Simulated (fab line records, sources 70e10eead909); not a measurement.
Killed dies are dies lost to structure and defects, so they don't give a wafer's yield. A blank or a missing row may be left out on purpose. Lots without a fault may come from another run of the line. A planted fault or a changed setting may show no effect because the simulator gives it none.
fab line records | flow nand_harc
record lots=6 wafers=18 last_day=24
route steps=1159 shown A_CONTACT@869 END@1159
lots that met no fault: from a run of the same line without faults
start_h: hours from the record's first day to the start of the lot's first wafer shown | wait_h: hours since the lot's step before | " the same as in the row above | L1.1+2: a row that stands for several wafers | - no value, or no start given | * or withheld: withheld | < > ~ a bound
route shown NAME@n: a module of which the file shows steps, and the number in the route of the first | usual: mean/standard deviation of fault-free wafers | same: alike in all rows | chamber/n: place in a boat | sites: the reading at each site | _std_site: their standard deviation | _edge_site: outer sites' mean less inner sites' | radius_mm: how far each site lies from the wafer's centre | mask NAME#n: copy n | behind: the tool/chamber that last shaped the wafer | hold: why the lot was held/for how many hours/how that ended | device: the transistor (n, p or np) that didn't switch | end of line: the same wafers' tests at the end of the route | a step without rows: its recipe alone | killed: dies lost to structure and defects at the first sort, not the wafer's yield | map: a wafer's dies, x killed, . not, _ none there
set.NAME: the setting as run; set.NAME@STEP: as run at that earlier step | model.NAME: the simulator's own value behind a step, which no gauge read
lots at some steps of the route; a table a step, a row a wafer
services: from which hour (start_h, from the record's first day; less than 0 if before it) a tool's chamber was out of use, for how many hours, and why
## steps
# step NHARC_A_CONTACT_ETCH_118
# recipe source_w=withheld pressure_mtorr=20 bias_v=3000 time_s=94 target_depth_a=9220 ar_flow_sccm=withheld c4f8_flow_sccm=withheld o2_flow_sccm=withheld chemistry=C4F8/O2/Ar
# usual run_length_s=94/0
# columns lot.wafer tool chamber start_h wait_h rf_hours_counter_h run_length_s
L698.4 har_cap_etch-02 1 409.60 0.1 - 94
L698.6 " 1 " " - 94
L698.5 " 0 " " - 94
L702.1 har_cap_etch-01 0 413.83 0.1 62 94
L702.4 " 0 " " - 94
L702.5 " 1 " " - 94
L709.1 har_cap_etch-01 1 476.88 0.1 72 94
L709.3 " 0 " " - 94
L709.5 " 0 " " - 94
L713.2 har_cap_etch-03 0 492.24 0.1 104 94
L713.1 " 1 " " 104 94
L713.3 " 0 " " - 94
L714.1 har_cap_etch-03 1 499.16 0.1 105 94
L714.4 " 0 " " - 94
L714.5 " 1 " " - 94
L716.1 har_cap_etch-01 0 509.45 0.1 79 94
L716.2 " 1 " " 79 94
L716.6 " 1 " " - 94
# step NHARC_A_CONTACT_ETCH_119
# recipe source_w=withheld pressure_mtorr=20 bias_v=3000 time_s=94 target_depth_a=9220 ar_flow_sccm=withheld c4f8_flow_sccm=withheld o2_flow_sccm=withheld chemistry=C4F8/O2/Ar
# usual run_length_s=94/0
# columns lot.wafer tool chamber start_h wait_h rf_hours_counter_h run_length_s
L698.4 har_cap_etch-02 1 409.69 0.1 - 94
L698.6 " 1 " " - 94
L698.5 " 0 " " - 94
L702.1 har_cap_etch-01 0 413.92 0.1 62 94
L702.4 " 0 " " - 94
L702.5 " 1 " " - 94
L709.1 har_cap_etch-01 1 476.97 0.1 72 94
L709.3 " 0 " " - 94
L709.5 " 0 " " - 94
L713.2 har_cap_etch-03 0 492.33 0.1 104 94
L713.1 " 1 " " 104 94
L713.3 " 0 " " - 94
L714.1 har_cap_etch-03 1 499.25 0.1 105 94
L714.4 " 0 " " - 94
L714.5 " 1 " " - 94
L716.1 har_cap_etch-01 0 509.54 0.1 79 94
L716.2 " 1 " " 79 94
L716.6 " 1 " " - 94
# step NHARC_A_CONTACT_ETCH_120
# recipe source_w=withheld pressure_mtorr=20 bias_v=3000 time_s=94 target_depth_a=9220 ar_flow_sccm=withheld c4f8_flow_sccm=withheld o2_flow_sccm=withheld chemistry=C4F8/O2/Ar
# usual run_length_s=94/0
# columns lot.wafer tool chamber start_h wait_h rf_hours_counter_h run_length_s
L698.4 har_cap_etch-02 1 409.78 0.1 - 94
L698.6 " 1 " " - 94
L698.5 " 0 " " - 94
L702.1 har_cap_etch-01 0 414.01 0.1 62 94
L702.4 " 0 " " - 94
L702.5 " 1 " " - 94
L709.1 har_cap_etch-01 1 477.06 0.1 72 94
L709.3 " 0 " " - 94
L709.5 " 0 " " - 94
L713.2 har_cap_etch-03 0 492.42 0.1 104 94
L713.1 " 1 " " 104 94
L713.3 " 0 " " - 94
L714.1 har_cap_etch-03 1 499.35 0.1 105 94
L714.4 " 0 " " - 94
L714.5 " 1 " " - 94
L716.1 har_cap_etch-01 0 509.64 0.1 80 94
L716.2 " 1 " " 80 94
L716.6 " 1 " " - 94
# step NHARC_A_CONTACT_ETCH_121
# recipe source_w=withheld pressure_mtorr=20 bias_v=3000 time_s=94 target_depth_a=9220 ar_flow_sccm=withheld c4f8_flow_sccm=withheld o2_flow_sccm=withheld chemistry=C4F8/O2/Ar
# step NHARC_A_CONTACT_ETCH_122
# recipe source_w=withheld pressure_mtorr=20 bias_v=3000 time_s=95 target_depth_a=9300 ar_flow_sccm=withheld c4f8_flow_sccm=withheld o2_flow_sccm=withheld chemistry=C4F8/O2/Ar
# usual run_length_s=95/0
# columns lot.wafer tool chamber start_h wait_h rf_hours_counter_h run_length_s
L698.4 har_cap_etch-02 1 409.96 0.1 - 95
L698.6 " 1 " " - 95
L698.5 " 0 " " - 95
L702.1 har_cap_etch-01 0 414.20 0.1 62 95
L702.4 " 0 " " - 95
L702.5 " 1 " " - 95
L709.1 har_cap_etch-01 1 477.24 0.1 73 95
L709.3 " 0 " " - 95
L709.5 " 0 " " - 95
L713.2 har_cap_etch-03 0 492.60 0.1 104 95
L713.1 " 1 " " 104 95
L713.3 " 0 " " - 95
L714.1 har_cap_etch-03 1 499.53 0.1 106 95
L714.4 " 0 " " - 95
L714.5 " 1 " " - 95
L716.1 har_cap_etch-01 0 509.82 0.1 80 95
L716.2 " 1 " " 80 95
L716.6 " 1 " " - 95
# step NHARC_A_CONTACT_ETCH_123
# recipe source_w=withheld pressure_mtorr=20 bias_v=400 time_s=253 target_depth_a=10900 ar_flow_sccm=withheld c4f8_flow_sccm=11.5 o2_flow_sccm=7.2 chemistry=C4F8/O2/Ar
# usual run_length_s=284.1/0.52
# columns lot.wafer tool chamber start_h wait_h rf_hours_counter_h run_length_s
L698.4 har_cap_etch-02 1 410.13 0.2 - 283.4
L698.6 " 1 " " - 283.4
L698.5 " 0 " " - 283.6
L702.1 har_cap_etch-01 0 414.29 0.1 62 285.1
L702.4 " 0 " " - 284.9
L702.5 " 1 " " - 283.9
L709.1 har_cap_etch-01 1 477.37 0.1 73 283.8
L709.3 " 0 " " - 284.8
L709.5 " 0 " " - 285.0
L713.2 har_cap_etch-03 0 492.69 0.1 104 283.7
L713.1 " 1 " " 104 284.0
L713.3 " 0 " " - 283.8
L714.1 har_cap_etch-03 1 499.62 0.1 106 283.9
L714.4 " 0 " " - 284.4
L714.5 " 1 " " - 284.1
L716.1 har_cap_etch-01 0 509.91 0.1 80 285.7
L716.2 " 1 " " 80 283.9
L716.6 " 1 " " - 284.1
# step NHARC_A_CONTACT_ETCH_90
# recipe target_depth_a=400 over_etch_frac=0.5 time_s=85.7 ion_energy_ev=120 ch3f_flow_sccm=50 o2_flow_sccm=30 ar_flow_sccm=200 rf_w=500 bias_w=100 chemistry=CH3F/O2
# step NHARC_A_CONTACT_ETCH_96
# recipe target_depth_a=200 over_etch_frac=0.5 time_s=10 ion_energy_ev=250 c4f6_flow_sccm=25 o2_flow_sccm=20 ar_flow_sccm=500 rf_w=600 bias_w=500 chemistry=C4F6/O2
# step NHARC_A_CONTACT_CD_MEAS_53
# usual cd_nm=189.4/0.84
# columns lot.wafer tool chamber start_h wait_h cd_nm
L698.4 cd_sem-03 - 410.85 - 188.7
L698.5 " - " " 188.7
L698.6 " - " " 189.0
L702.1 cd_sem-01 - 415.12 - 188.6
L702.4 " - " " 189.0
L702.5 " - " " 189.4
L709.1 cd_sem-02 - 478.31 - 187.4
L709.3 " - " " 188.4
L709.5 " - " " 187.9
L713.1 cd_sem-02 - 493.51 - 188.9
L713.2 " - " " 189.9
L713.3 " - " " 189.7
L714.1 cd_sem-01 - 500.53 - 190.0
L714.4 " - " " 191.1
L714.5 " - " " 190.7
L716.1 cd_sem-01 - 510.73 - 189.4
L716.2 " - " " 189.5
L716.6 " - " " 190.0
# step NHARC_A_CONTACT_STRIP_99
# recipe n2_flow_sccm=150 h2_flow_sccm=150 ar_flow_sccm=0 bias_w=0 chemistry=N2/H2
# step NHARC_A_CONTACT_STRIP_100
# recipe cf4_flow_sccm=100 chf3_flow_sccm=30 ar_flow_sccm=0 bias_w=0 chemistry=CF4/CHF3
# step NHARC_A_CONTACT_STRIP_101
# recipe o2_flow_sccm=400 cos_flow_sccm=20 ar_flow_sccm=0 bias_w=0 chemistry=O2/COS
# step NHARC_A_CONTACT_ETCH_102
# recipe target_depth_a=700 overetch_a=70 time_s=38.5 ion_energy_ev=100 cf4_flow_sccm=80 o2_flow_sccm=20 ar_flow_sccm=0 rf_w=300 bias_w=100 chemistry=CF4/O2
# usual drypump_motor_current_A=5.5/0.4 oes_product_au=0.994/0.015 rf_vpp_V=197.4/1.3 run_length_s=60.0/0.45 showerhead_plenum_p_Torr=1.32/0.054 throttle_valve_pct=13.397/0.01
# columns lot.wafer tool chamber start_h wait_h drypump_motor_current_A oes_product_au rf_hours_counter_h rf_vpp_V run_length_s showerhead_plenum_p_Torr throttle_valve_pct
L698.4 rie_diel-03 1 411.14 0.1 5.4 0.983 2 198.3 60.0 1.36 13.398
L698.5 " 3 " " 5.8 0.969 - 196.6 61.1 1.26 13.400
L698.6 " 0 " " 5.1 1.005 - 197.5 60.8 1.30 13.390
L702.4 rie_diel-03 2 415.42 0.1 6.2 1.008 4 197.0 59.3 1.24 13.401
L702.1 " 3 " " 5.8 0.973 4 196.7 60.2 1.26 13.390
L702.5 " 1 " " 5.4 0.982 - 198.8 60.1 1.36 13.404
L709.3 rie_diel-03 1 478.61 0.1 5.4 0.990 16 198.4 60.2 1.36 13.403
L709.1 " 2 " " 6.2 1.015 15 196.1 59.5 1.24 13.388
L709.5 " 0 " " 5.1 0.988 - 197.2 54.2 1.30 13.408
L713.1 rie_diel-03 0 493.86 0.1 5.1 1.009 19 197.4 54.0 1.30 13.404
L713.2 " 2 " " 6.2 1.028 19 194.9 59.5 1.24 13.396
L713.3 " 3 " " 5.8 0.980 18 195.8 60.9 1.26 13.395
L714.4 rie_diel-04 0 500.91 0.1 5.0 1.006 13 198.4 60.4 1.39 13.394
L714.1 " 3 " " 5.6 0.975 13 198.5 59.4 1.33 13.412
L714.5 " 0 " " 5.0 1.005 - 199.8 60.5 1.39 13.401
L716.2 rie_diel-01 0 511.02 0.1 5.8 0.972 2 198.9 60.2 1.36 13.398
L716.1 " 1 " " 5.3 0.994 2 199.4 60.1 1.42 13.423
L716.6 " 3 " " 4.9 0.980 - 195.9 60.3 1.25 13.396
# step NHARC_A_CONTACT_STRIP_55
# recipe o2_flow_sccm=500 ar_flow_sccm=0 bias_w=0 chemistry=O2
# step NHARC_END_SORT_01
# recipe temp_c=25
# usual killed_at_array=31/11 killed_at_other=0.5/0.78 killed_at_periphery=3.0/2 killed_dies=34/12 killed_open=3.2/2 killed_short=1.9/1.6
# same gross_dies=677
# columns lot.wafer tool chamber start_h wait_h hold killed_at_array killed_at_other killed_at_periphery killed_dies killed_open killed_short
L698.4 prober-02 0 483.86 3.4 - 34 0 4 38 3 3
L698.5 prober-02 0 484.65 3.7 - 28 1 7 36 1 3
L698.6 prober-02 0 485.45 4.0 - 28 0 3 31 3 0
L702.1 prober-02 0 489.24 2.5 - 16 0 0 16 3 1
L702.4 prober-02 0 491.67 3.4 - 24 0 1 25 2 4
L702.5 prober-02 0 492.48 3.7 - 23 0 2 25 4 2
L709.1 prober-02 0 556.39 2.5 await_dispo/4.0h/release 19 0 4 23 2 0
L709.3 prober-02 0 558.01 3.1 await_dispo/4.0h/release 26 1 1 28 2 1
L709.5 prober-02 0 559.62 3.7 await_dispo/4.0h/release 677 0 0 677 2 3
L714.1 prober-01 0 569.96 2.5 - 44 1 8 53 6 1
L714.4 prober-01 0 572.41 3.4 - 65 0 7 72 8 3
L714.5 prober-01 0 573.23 3.8 - 52 0 3 55 2 1
L713.1 prober-02 0 571.96 2.5 await_dispo/3.7h/release 674 0 3 677 3 1
L713.2 prober-02 0 572.75 2.8 await_dispo/3.7h/release 29 0 4 33 5 2
L713.3 prober-02 0 573.54 3.1 await_dispo/3.7h/release 21 0 3 24 6 2
L716.1 prober-01 0 577.90 2.5 - 15 0 2 17 4 0
L716.2 prober-01 0 578.70 2.8 - 15 0 3 18 4 2
L716.6 prober-01 0 581.89 4.0 - 17 0 1 18 2 2
# killed by level:class
L698.4 A_SLIT:chamber_film_flake=14 A_STAIRCASE:chamber_film_flake=7 A_CHANNEL_HOLE_D1:chamber_film_flake=4 P_ZERO_WELL:chamber_film_flake=3 A_CONTACT:geometric_particle:open=2 A_CHANNEL_HOLE_D1:geometric_particle:short=1 A_SGD_CUT:geometric_particle:short=1 A_BLC:geometric_particle:short=1
L698.5 A_SLIT:chamber_film_flake=14 A_CHANNEL_HOLE_D1:chamber_film_flake=6 P_GATE:chamber_film_flake=3 P_ZERO_WELL:chamber_film_flake=3 P_CONTACT:geometric_particle:short=1 A_CHANNEL_HOLE_D1:geometric_particle:short=1 A_CHANNEL_FILL_D1:geometric_particle:short=1 A_BLC:geometric_particle:open=1
L698.6 A_SLIT:chamber_film_flake=17 A_CHANNEL_HOLE_D1:chamber_film_flake=5 A_STAIRCASE:chamber_film_flake=5 P_GATE:geometric_particle:open=1 P_M0:geometric_particle:open=1 A_CONTACT:geometric_particle:open=1 P_GATE:chamber_film_flake=1
L702.1 A_STAIRCASE:chamber_film_flake=6 A_CHANNEL_HOLE_D1:chamber_film_flake=3 A_BLC:geometric_particle:open=2 A_ZERO_WELL:chamber_film_flake=2 A_CHANNEL_FILL_D1:geometric_particle:short=1 A_CONTACT:geometric_particle:open=1 A_WL_FILL:chamber_film_flake=1
L702.4 A_STAIRCASE:chamber_film_flake=7 A_ZERO_WELL:chamber_film_flake=5 A_CHANNEL_HOLE_D1:chamber_film_flake=2 A_CHANNEL_FILL_D1:chamber_film_flake=2 A_CONTACT:chamber_film_flake=2 P_CONTACT:geometric_particle:short=1 A_CHANNEL_HOLE_D1:geometric_particle:open=1 A_CHANNEL_FILL_D1:geometric_particle:short=1
L702.5 A_CHANNEL_HOLE_D1:chamber_film_flake=6 A_SLIT:chamber_film_flake=4 A_STAIRCASE:chamber_film_flake=3 A_CHANNEL_FILL_D1:chamber_film_flake=2 A_CONTACT:chamber_film_flake=2 P_M0:geometric_particle:open=1 P_M2:geometric_particle:open=1 A_ONON_D1:geometric_particle:short=1
L709.1 A_CHANNEL_HOLE_D1:chamber_film_flake=14 P_ZERO_WELL:chamber_film_flake=2 A_WL_FILL:geometric_particle:open=1 A_CONTACT:geometric_particle:open=1 A_CONTACT:chamber_film_flake=1 P_M1:chamber_film_flake=1 P_BONDPAD:chamber_film_flake=1 A_ZERO_WELL:chamber_film_flake=1
L709.3 A_CHANNEL_HOLE_D1:chamber_film_flake=23 A_WL_FILL:geometric_particle:short=1 A_CONTACT:geometric_particle:open=1 STARTING-WAFER:geometric_particle:open=1 P_M1:chamber_film_flake=1 A_CONTACT:chamber_film_flake=1
L709.5 A_CONTACT:area_etch=648 A_CHANNEL_HOLE_D1:chamber_film_flake=19 A_CONTACT:chamber_film_flake=5 A_ONON_D1:geometric_particle:short=1 A_CHANNEL_FILL_D1:geometric_particle:short=1 A_CONTACT:geometric_particle:open=1 A_BLC:geometric_particle:short=1 A_M0:geometric_particle:open=1
L714.1 A_CHANNEL_HOLE_D1:chamber_film_flake=19 A_SLIT:chamber_film_flake=16 A_CONTACT:chamber_film_flake=5 P_GATE:chamber_film_flake=3 P_M0:geometric_particle:open=2 P_CONTACT:geometric_particle:open=1 A_ONON_D1:geometric_particle:open=1 A_CHANNEL_FILL_D1:geometric_particle:open=1
L713.1 A_CONTACT:area_etch=645 A_CHANNEL_HOLE_D1:chamber_film_flake=8 A_CONTACT:chamber_film_flake=6 A_BLC:chamber_film_flake=4 P_BONDPAD:chamber_film_flake=2 A_STAIRCASE:chamber_film_flake=2 A_SGD_CUT:chamber_film_flake=2 A_M0:chamber_film_flake=2
L714.4 A_CHANNEL_HOLE_D1:chamber_film_flake=26 A_SLIT:chamber_film_flake=21 A_CONTACT:chamber_film_flake=4 A_CONTACT:geometric_particle:open=3 P_BONDPAD:chamber_film_flake=3 A_M0:chamber_film_flake=3 P_GATE:geometric_particle:open=2 A_BLC:geometric_particle:open=2
L713.2 A_BLC:chamber_film_flake=6 A_CONTACT:chamber_film_flake=6 A_CHANNEL_HOLE_D1:chamber_film_flake=5 A_SGD_CUT:chamber_film_flake=3 A_ONON_D1:geometric_particle:open=2 A_SLIT:chamber_film_flake=2 P_GATE:geometric_particle:open=1 P_M0:geometric_particle:open=1
L714.5 A_CHANNEL_HOLE_D1:chamber_film_flake=26 A_SLIT:chamber_film_flake=17 A_CONTACT:chamber_film_flake=6 A_WL_FILL:geometric_particle:short=1 A_WL_FILL:geometric_particle:open=1 A_BLC:geometric_particle:open=1 P_STI:chamber_film_flake=1 P_GATE:chamber_film_flake=1
L713.3 A_CHANNEL_HOLE_D1:chamber_film_flake=4 A_SGD_CUT:chamber_film_flake=4 A_CONTACT:geometric_particle:open=2 A_CONTACT:chamber_film_flake=2 A_M0:chamber_film_flake=2 P_GATE:geometric_particle:open=1 P_CONTACT:geometric_particle:open=1 A_ONON_D1:geometric_particle:open=1
L716.1 A_CHANNEL_HOLE_D1:chamber_film_flake=9 A_CONTACT:chamber_film_flake=4 P_STI:geometric_particle:open=1 P_CONTACT:geometric_particle:open=1 A_CHANNEL_FILL_D1:geometric_particle:open=1 A_CONTACT:geometric_particle:open=1
L716.2 A_CHANNEL_HOLE_D1:chamber_film_flake=4 A_CONTACT:chamber_film_flake=3 P_M0:geometric_particle:open=2 A_ONON_D1:geometric_particle:short=2 A_WL_FILL:geometric_particle:open=1 A_CONTACT:geometric_particle:open=1 P_CONTACT:chamber_film_flake=1 A_ZERO_WELL:chamber_film_flake=1
L716.6 A_CHANNEL_HOLE_D1:chamber_film_flake=6 A_CONTACT:chamber_film_flake=4 A_WL_FILL:chamber_film_flake=2 P_M0:geometric_particle:open=1 A_WL_FILL:geometric_particle:open=1 A_WL_FILL:geometric_particle:short=1 A_M1:geometric_particle:short=1 A_CHANNEL_FILL_D1:chamber_film_flake=1
# map L709.5 (x killed, . not)
____________x____________
_________xxxxxxx_________
_______xxxxxxxxxxx_______
______xxxxxxxxxxxxx______
_____xxxxxxxxxxxxxxx_____
____xxxxxxxxxxxxxxxxx____
____xxxxxxxxxxxxxxxxx____
___xxxxxxxxxxxxxxxxxxx___
___xxxxxxxxxxxxxxxxxxx___
__xxxxxxxxxxxxxxxxxxxxx__
__xxxxxxxxxxxxxxxxxxxxx__
_xxxxxxxxxxxxxxxxxxxxxxx_
_xxxxxxxxxxxxxxxxxxxxxxx_
_xxxxxxxxxxxxxxxxxxxxxxx_
_xxxxxxxxxxxxxxxxxxxxxxx_
_xxxxxxxxxxxxxxxxxxxxxxx_
xxxxxxxxxxxxxxxxxxxxxxxxx
xxxxxxxxxxxxxxxxxxxxxxxxx
xxxxxxxxxxxxxxxxxxxxxxxxx
xxxxxxxxxxxxxxxxxxxxxxxxx
xxxxxxxxxxxxxxxxxxxxxxxxx
_xxxxxxxxxxxxxxxxxxxxxxx_
_xxxxxxxxxxxxxxxxxxxxxxx_
_xxxxxxxxxxxxxxxxxxxxxxx_
_xxxxxxxxxxxxxxxxxxxxxxx_
_xxxxxxxxxxxxxxxxxxxxxxx_
__xxxxxxxxxxxxxxxxxxxxx__
__xxxxxxxxxxxxxxxxxxxxx__
___xxxxxxxxxxxxxxxxxxx___
___xxxxxxxxxxxxxxxxxxx___
____xxxxxxxxxxxxxxxxx____
____xxxxxxxxxxxxxxxxx____
_____xxxxxxxxxxxxxxx_____
______xxxxxxxxxxxxx______
_______xxxxxxxxxxx_______
_________xxxxxxx_________
____________x____________
# map L713.1 (x killed, . not)
____________x____________
_________xxxxxxx_________
_______xxxxxxxxxxx_______
______xxxxxxxxxxxxx______
_____xxxxxxxxxxxxxxx_____
____xxxxxxxxxxxxxxxxx____
____xxxxxxxxxxxxxxxxx____
___xxxxxxxxxxxxxxxxxxx___
___xxxxxxxxxxxxxxxxxxx___
__xxxxxxxxxxxxxxxxxxxxx__
__xxxxxxxxxxxxxxxxxxxxx__
_xxxxxxxxxxxxxxxxxxxxxxx_
_xxxxxxxxxxxxxxxxxxxxxxx_
_xxxxxxxxxxxxxxxxxxxxxxx_
_xxxxxxxxxxxxxxxxxxxxxxx_
_xxxxxxxxxxxxxxxxxxxxxxx_
xxxxxxxxxxxxxxxxxxxxxxxxx
xxxxxxxxxxxxxxxxxxxxxxxxx
xxxxxxxxxxxxxxxxxxxxxxxxx
xxxxxxxxxxxxxxxxxxxxxxxxx
xxxxxxxxxxxxxxxxxxxxxxxxx
_xxxxxxxxxxxxxxxxxxxxxxx_
_xxxxxxxxxxxxxxxxxxxxxxx_
_xxxxxxxxxxxxxxxxxxxxxxx_
_xxxxxxxxxxxxxxxxxxxxxxx_
_xxxxxxxxxxxxxxxxxxxxxxx_
__xxxxxxxxxxxxxxxxxxxxx__
__xxxxxxxxxxxxxxxxxxxxx__
___xxxxxxxxxxxxxxxxxxx___
___xxxxxxxxxxxxxxxxxxx___
____xxxxxxxxxxxxxxxxx____
____xxxxxxxxxxxxxxxxx____
_____xxxxxxxxxxxxxxx_____
______xxxxxxxxxxxxx______
_______xxxxxxxxxxx_______
_________xxxxxxx_________
____________x____________
## services
# columns tool chamber start_h hours kind
rie_diel-01 0 390.21 8.2 repair
rie_diel-03 - 392.33 9.0 pm
rie_diel-03 0 392.33 9.0 vent_cycle
rie_diel-03 1 392.33 9.0 vent_cycle
rie_diel-03 2 392.33 9.0 vent_cycle
rie_diel-03 3 392.33 9.0 vent_cycle
rie_diel-03 0 401.33 - clean
rie_diel-03 1 401.33 - clean
rie_diel-03 2 401.33 - clean
rie_diel-03 3 401.33 - clean
rie_diel-03 0 425.99 - clean
rie_diel-03 1 425.99 - clean
rie_diel-03 2 425.99 - clean
rie_diel-03 3 425.99 - clean
rie_diel-03 0 450.49 - clean
rie_diel-03 1 450.49 - clean
rie_diel-03 2 450.49 - clean
rie_diel-03 3 450.49 - clean
rie_diel-04 - 465.97 9.0 pm
rie_diel-03 0 475.01 - clean
rie_diel-03 1 475.01 - clean
rie_diel-03 2 475.01 - clean
rie_diel-03 3 487.55 4.3 repair
rie_diel-01 - 491.88 9.0 pm
## key
first_sign step=NHARC_A_CONTACT_ETCH_102 reading=run_length_s direction=down sigmas=13 usual=* struck=*
effect step=NHARC_END_SORT_01 reading=killed_at_array direction=up sigmas=58 usual=31 struck=676
more_kills_born_at NHARC_A_CONTACT_ETCH_102@rie_diel-03=1293
met_at NHARC_A_CONTACT_ETCH_102
struck_wafers L709.5,L713.1
later_rows_left_out L709.5,L713.1
tester_left_out L709,L713
onset_between 411.14 478.61
fault kind=process_parameter_drift tool=rie_diel-03 chamber=0 onset_h=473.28 steps=NHARC_A_CONTACT_ETCH_102 channel=time_s offset=* shape=step end_h=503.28 acts_in=* stated=*
# tester_left_out: of these lots the tester's yield and bins aren't shown, on N5 and GAA mostly nor the transistor test; their killed dies are dies lost to structure and defects alone, not to doping, threshold or leakage, so they don't give the yield
# later_rows_left_out: the simulator's readings of these wafers behind a module that went badly wrong aren't trusted and aren't shown, but for the sort
